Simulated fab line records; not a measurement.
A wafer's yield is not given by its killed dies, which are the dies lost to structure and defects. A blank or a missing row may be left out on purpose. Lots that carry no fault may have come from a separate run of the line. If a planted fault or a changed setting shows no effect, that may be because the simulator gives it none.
Which tool is to blame? | flow nand-harc | 23 lots, 69 wafers sampled, at 4 steps of a route of 1302

== WHAT THE GAUGES READ, wafer by wafer ==
NHARC_P_STI_CD_MEAS_16. Usual: cd-nm reads 200 nm (standard deviation 3.2).
lot  | measured     | on        | cd-nm (nm)  | flag
L074 | day 2 19:22  | cd-sem-02 | 199 198 196 |
L075 | day 3 07:42  | cd-sem-01 | 196 200 196 |
L076 | day 3 15:06  | cd-sem-01 | 197 197 196 |
L077 | day 4 01:15  | cd-sem-03 | 199 202 198 |
L078 | day 4 12:53  | cd-sem-02 | 205 200 206 |
L079 | day 5 01:34  | cd-sem-03 | 204 202 205 |
L080 | day 5 10:53  | cd-sem-01 | 204 201 202 |
L081 | day 5 16:56  | cd-sem-03 | 203 204 206 |
L082 | day 6 04:26  | cd-sem-02 | 200 203 202 |
L083 | day 6 15:17  | cd-sem-01 | 201 205 200 |
L084 | day 7 03:26  | cd-sem-01 | 197 199 197 |
L085 | day 7 15:18  | cd-sem-01 | 198 197 203 |
L086 | day 7 21:00  | cd-sem-03 | 198 198 200 |
L087 | day 8 05:32  | cd-sem-03 | 197 195 195 |
L089 | day 9 02:10  | cd-sem-03 | 204 203 206 |
L090 | day 9 11:06  | cd-sem-02 | 200 201 200 |
L091 | day 9 21:22  | cd-sem-02 | 198 202 204 |
L092 | day 10 07:38 | cd-sem-01 | 199 195 199 |
L093 | day 10 17:54 | cd-sem-03 | 198 197 197 |
L094 | day 11 03:38 | cd-sem-01 | 197 196 196 |
L095 | day 11 14:34 | cd-sem-02 | 199 201 195 |
L096 | day 11 23:25 | cd-sem-03 | 198 195 192 |
L097 | day 12 10:35 | cd-sem-02 | 200 196 204 |

== EACH LOT AND THE TOOL THAT RAN IT (in order: tool; ch and the chambers of the sampled wafers; start) ==
lot  | NHARC_P_ZERO_WELL_DESCUM_54        | NHARC_P_STI_DESCUM_14              | NHARC_P_STI_ETCH_15
L074 | rie-diel-04 ch 0,2,3, day 2 01:51  | rie-diel-05 ch 0,2,3, day 2 18:57  | rie-si-06 ch 2,3, day 2 19:13
L075 | rie-diel-12 ch 0,1,3, day 2 12:00  | rie-diel-13 ch 1,2,3, day 3 07:16  | rie-si-04 ch 1,2,3, day 3 07:33
L076 | rie-diel-04 ch 2,3, day 2 21:54    | rie-diel-05 ch 2,3, day 3 14:39    | rie-si-05 ch 0,2,3, day 3 14:58
L077 | rie-diel-04 ch 0,1,2, day 3 07:53  | rie-diel-05 ch 0,2,3, day 4 00:49  | rie-si-04 ch 1,3, day 4 01:06
L078 | rie-diel-04 ch 1,2, day 3 18:02    | rie-diel-10 ch 1,3, day 4 12:28    | rie-si-04 ch 0,2,3, day 4 12:44
L079 | rie-diel-12 ch 0,1,3, day 4 05:53  | rie-diel-13 ch 1,2,3, day 5 01:08  | rie-si-05 ch 1,2,3, day 5 01:25
L080 | rie-diel-01 ch 0,1,2, day 4 13:44  | rie-diel-05 ch 0,1,2, day 5 10:28  | rie-si-05 ch 0,2,3, day 5 10:45
L081 | rie-diel-01 ch 1,2,3, day 4 23:47  | rie-diel-05 ch 1,3, day 5 16:29    | rie-si-04 ch 0,2,3, day 5 16:47
L082 | rie-diel-04 ch 0,1,3, day 5 10:01  | rie-diel-10 ch 0,2, day 6 04:01    | rie-si-04 ch 2,3, day 6 04:17
L083 | rie-diel-04 ch 0,2, day 5 19:47    | rie-diel-13 ch 0,1, day 6 14:49    | rie-si-06 ch 1,2, day 6 15:05
L084 | rie-diel-12 ch 2,3, day 6 06:03    | rie-diel-05 ch 0,3, day 7 03:00    | rie-si-05 ch 2,3, day 7 03:17
L085 | rie-diel-12 ch 0,3, day 6 15:56    | rie-diel-05 ch 1,2,3, day 7 14:50  | rie-si-05 ch 0,2, day 7 15:09
L086 | rie-diel-04 ch 1,2, day 7 01:57    | rie-diel-10 ch 2,3, day 7 20:34    | rie-si-06 ch 0,1,2, day 7 20:51
L087 | rie-diel-12 ch 0,1, day 7 12:02    | rie-diel-05 ch 1,3, day 8 05:04    | rie-si-05 ch 0,3, day 8 05:22
L089 | rie-diel-04 ch 0,2,3, day 8 08:11  | rie-diel-05 ch 0,2,3, day 9 01:44  | rie-si-06 ch 1,2,3, day 9 02:02
L090 | rie-diel-12 ch 1,2,3, day 8 18:13  | rie-diel-05 ch 0,1,3, day 9 10:38  | rie-si-04 ch 0,2,3, day 9 10:54
L091 | rie-diel-01 ch 0,1, day 9 04:05    | rie-diel-13 ch 0,1,2, day 9 20:57  | rie-si-05 ch 0,1, day 9 21:12
L092 | rie-diel-01 ch 0,1, day 9 14:29    | rie-diel-13 ch 0,1, day 10 07:10   | rie-si-05 ch 1,2,3, day 10 07:30
L093 | rie-diel-01 ch 0,2,3, day 10 00:14 | rie-diel-10 ch 0,1,2, day 10 17:29 | rie-si-05 ch 0,3, day 10 17:44
L094 | rie-diel-04 ch 0,1, day 10 10:05   | rie-diel-13 ch 0,1,2, day 11 03:11 | rie-si-06 ch 1,2,3, day 11 03:29
L095 | rie-diel-12 ch 0,1, day 10 20:02   | rie-diel-05 ch 0,3, day 11 14:07   | rie-si-05 ch 0,2,3, day 11 14:24
L096 | rie-diel-01 ch 0,1,3, day 11 06:31 | rie-diel-13 ch 1,2,3, day 11 23:00 | rie-si-04 ch 0,1,2, day 11 23:17
L097 | rie-diel-12 ch 0,2,3, day 11 15:49 | rie-diel-05 ch 0,2, day 12 10:07   | rie-si-05 ch 0,2,3, day 12 10:25
- NHARC_P_ZERO_WELL_DESCUM_54: chemistry O2, time 3 s.
- NHARC_P_STI_DESCUM_14: chemistry O2, time 3 s.
- NHARC_P_STI_ETCH_15: etches the open film in HBr/Cl2, target depth 300 nm, time 100.1 s.

== AS READ BY THE TOOLS THEMSELVES (means over the sampled wafers that have a number; for cases with no such wafer, the mark the record gives instead) ==
NHARC_P_ZERO_WELL_DESCUM_54. Usual: drypump-motor-current-A 5.7 A, standard deviation 0.42; oes-product-au 1.002 a.u., standard deviation 0.0094; rf-vpp-V 57.7 V, standard deviation 0.91; showerhead-plenum-p-Torr 1.90 Torr, standard deviation 0.096; throttle-valve-pct 11.312 %, standard deviation 0.009.
lot  | tool        | drypump-motor-current-A (A) | oes-product-au (a.u.) | rf-vpp-V (V) | showerhead-plenum-p-Torr (Torr) | throttle-valve-pct (%) | flag
L074 | rie-diel-04 | 5.8                         | 1.005                 | 57.4         | 1.80                            | 11.311                 |
L075 | rie-diel-12 | 5.9                         | 0.998                 | 57.8         | 1.94                            | 11.309                 |
L076 | rie-diel-04 | 5.3                         | 1.005                 | 57.7         | 1.78                            | 11.307                 |
L077 | rie-diel-04 | 5.9                         | 1.015                 | 57.3         | 1.83                            | 11.318                 |
L078 | rie-diel-04 | 5.5                         | 1.004                 | 57.6         | 1.88                            | 11.325                 |
L079 | rie-diel-12 | 5.9                         | 0.991                 | 57.4         | 1.94                            | 11.313                 |
L080 | rie-diel-01 | 5.7                         | 1.002                 | 58.3         | 1.98                            | 11.317                 |
L081 | rie-diel-01 | 5.8                         | 1.000                 | 58.5         | 1.93                            | 11.308                 |
L082 | rie-diel-04 | 6.0                         | 1.000                 | 57.3         | 1.84                            | 11.311                 |
L083 | rie-diel-04 | 6.2                         | 1.013                 | 56.6         | 1.79                            | 11.315                 |
L084 | rie-diel-12 | 5.4                         | 1.003                 | 57.4         | 1.93                            | 11.322                 |
L085 | rie-diel-12 | 6.1                         | 0.998                 | 56.8         | 1.84                            | 11.306                 |
L086 | rie-diel-04 | 5.6                         | 1.004                 | 56.8         | 1.87                            | 11.315                 |
L087 | rie-diel-12 | 6.1                         | 1.001                 | 57.9         | 1.86                            | 11.305                 |
L089 | rie-diel-04 | 5.8                         | 1.003                 | 57.2         | 1.78                            | 11.303                 |
L090 | rie-diel-12 | 5.6                         | 1.004                 | 58.9         | 1.97                            | 11.311                 |
L091 | rie-diel-01 | 5.6                         | 1.004                 | 58.4         | 1.99                            | 11.310                 |
L092 | rie-diel-01 | 5.6                         | 1.000                 | 58.1         | 1.99                            | 11.310                 |
L093 | rie-diel-01 | 5.8                         | 0.999                 | 58.8         | 1.90                            | 11.315                 |
L094 | rie-diel-04 | 6.4                         | 1.018                 | 57.6         | 1.83                            | 11.310                 |
L095 | rie-diel-12 | 6.1                         | 1.008                 | 57.5         | 1.85                            | 11.309                 |
L096 | rie-diel-01 | 5.6                         | 0.991                 | 57.6         | 1.93                            | 11.313                 |
L097 | rie-diel-12 | 5.7                         | 1.004                 | 57.4         | 1.87                            | 11.315                 |

NHARC_P_STI_DESCUM_14. Usual: drypump-motor-current-A 5.7 A, standard deviation 0.55; oes-product-au 1.000 a.u., standard deviation 0.008; rf-vpp-V 57.8 V, standard deviation 0.87; showerhead-plenum-p-Torr 1.90 Torr, standard deviation 0.064; throttle-valve-pct 11.311 %, standard deviation 0.0088.
lot  | tool        | drypump-motor-current-A (A) | oes-product-au (a.u.) | rf-vpp-V (V) | showerhead-plenum-p-Torr (Torr) | throttle-valve-pct (%) | flag
L074 | rie-diel-05 | 5.3                         | 0.993                 | 57.4         | 1.91                            | 11.313                 |
L075 | rie-diel-13 | 5.6                         | 0.994                 | 57.7         | 1.95                            | 11.313                 |
L076 | rie-diel-05 | 5.4                         | 1.000                 | 56.9         | 1.88                            | 11.319                 |
L077 | rie-diel-05 | 5.3                         | 1.003                 | 57.9         | 1.91                            | 11.308                 |
L078 | rie-diel-10 | 5.7                         | 0.997                 | 58.4         | 1.96                            | 11.310                 |
L079 | rie-diel-13 | 5.6                         | 1.006                 | 57.8         | 1.95                            | 11.316                 |
L080 | rie-diel-05 | 5.6                         | 1.005                 | 58.7         | 1.87                            | 11.321                 |
L081 | rie-diel-05 | 6.2                         | 1.002                 | 57.6         | 1.84                            | 11.316                 |
L082 | rie-diel-10 | 6.0                         | 0.998                 | 58.5         | 1.86                            | 11.308                 |
L083 | rie-diel-13 | 6.2                         | 0.997                 | 57.3         | 1.91                            | 11.314                 |
L084 | rie-diel-05 | 5.2                         | 1.001                 | 58.1         | 1.92                            | 11.313                 |
L085 | rie-diel-05 | 5.8                         | 1.000                 | 58.1         | 1.86                            | 11.303                 |
L086 | rie-diel-10 | 6.1                         | 0.995                 | 57.0         | 1.93                            | 11.315                 |
L087 | rie-diel-05 | 6.0                         | 1.009                 | 57.7         | 1.87                            | 11.305                 |
L089 | rie-diel-05 | 5.3                         | 1.003                 | 57.6         | 1.90                            | 11.315                 |
L090 | rie-diel-05 | 5.7                         | 1.004                 | 58.1         | 1.88                            | 11.307                 |
L091 | rie-diel-13 | 5.7                         | 0.997                 | 57.3         | 1.91                            | 11.311                 |
L092 | rie-diel-13 | 6.2                         | 1.001                 | 57.4         | 1.91                            | 11.312                 |
L093 | rie-diel-10 | 5.8                         | 0.994                 | 57.6         | 1.89                            | 11.299                 |
L094 | rie-diel-13 | 5.7                         | 1.001                 | 58.2         | 1.91                            | 11.321                 |
L095 | rie-diel-05 | 5.5                         | 1.003                 | 57.7         | 1.92                            | 11.309                 |
L096 | rie-diel-13 | 5.5                         | 1.001                 | 58.2         | 1.95                            | 11.319                 |
L097 | rie-diel-05 | 5.1                         | 1.004                 | 57.7         | 1.90                            | 11.319                 |

NHARC_P_STI_ETCH_15. Usual: drypump-motor-current-A 5.76 A, standard deviation 0.3; oes-product-au 1.001 a.u., standard deviation 0.0081; throttle-valve-pct 26.405 %, standard deviation 0.0092.
lot  | tool      | drypump-motor-current-A (A) | oes-product-au (a.u.) | throttle-valve-pct (%) | flag
L074 | rie-si-06 | 5.33                        | 0.996                 | 26.401                 |
L075 | rie-si-04 | 5.90                        | 1.001                 | 26.405                 |
L076 | rie-si-05 | 5.67                        | 1.000                 | 26.400                 |
L077 | rie-si-04 | 5.96                        | 0.997                 | 26.407                 |
L078 | rie-si-04 | 5.93                        | 1.004                 | 26.414                 |
L079 | rie-si-05 | 5.81                        | 1.000                 | 26.410                 |
L080 | rie-si-05 | 5.67                        | 0.992                 | 26.404                 |
L081 | rie-si-04 | 5.95                        | 1.005                 | 26.398                 |
L082 | rie-si-04 | 6.08                        | 0.998                 | 26.415                 |
L083 | rie-si-06 | 5.75                        | 0.995                 | 26.400                 |
L084 | rie-si-05 | 5.88                        | 1.007                 | 26.393                 |
L085 | rie-si-05 | 5.46                        | 1.002                 | 26.406                 |
L086 | rie-si-06 | 5.89                        | 0.999                 | 26.411                 |
L087 | rie-si-05 | 5.75                        | 1.003                 | 26.408                 |
L089 | rie-si-06 | 5.56                        | 0.989                 | 26.406                 |
L090 | rie-si-04 | 5.96                        | 0.994                 | 26.414                 |
L091 | rie-si-05 | 5.45                        | 0.997                 | 26.400                 |
L092 | rie-si-05 | 5.81                        | 1.004                 | 26.410                 |
L093 | rie-si-05 | 5.53                        | 1.005                 | 26.394                 |
L094 | rie-si-06 | 5.55                        | 0.999                 | 26.402                 |
L095 | rie-si-05 | 5.68                        | 1.003                 | 26.405                 |
L096 | rie-si-04 | 5.75                        | 1.001                 | 26.397                 |
L097 | rie-si-05 | 5.67                        | 1.007                 | 26.400                 |

== THE ANSWER, worked out from the rows above alone ==
Rule: take the mean of a lot's wafers that have a number; if it is more than 3 standard deviations from the usual mean, the lot is off. Also off: a lot with no number at a reading for which 4 or more lots have one. All remaining lots with rows at the step are treated as sound. After the gauges, taken in route order, come the tools' own readings; for these a lot's mean is taken, as printed above. The first step at which some lot is off is used, and at that step the reading that is off furthest; a lot without a number counts as furthest.
Nothing can be told from this: no lot is off at any reading shown.

== WHAT WAS PUT IN BY THE SIMULATOR ==
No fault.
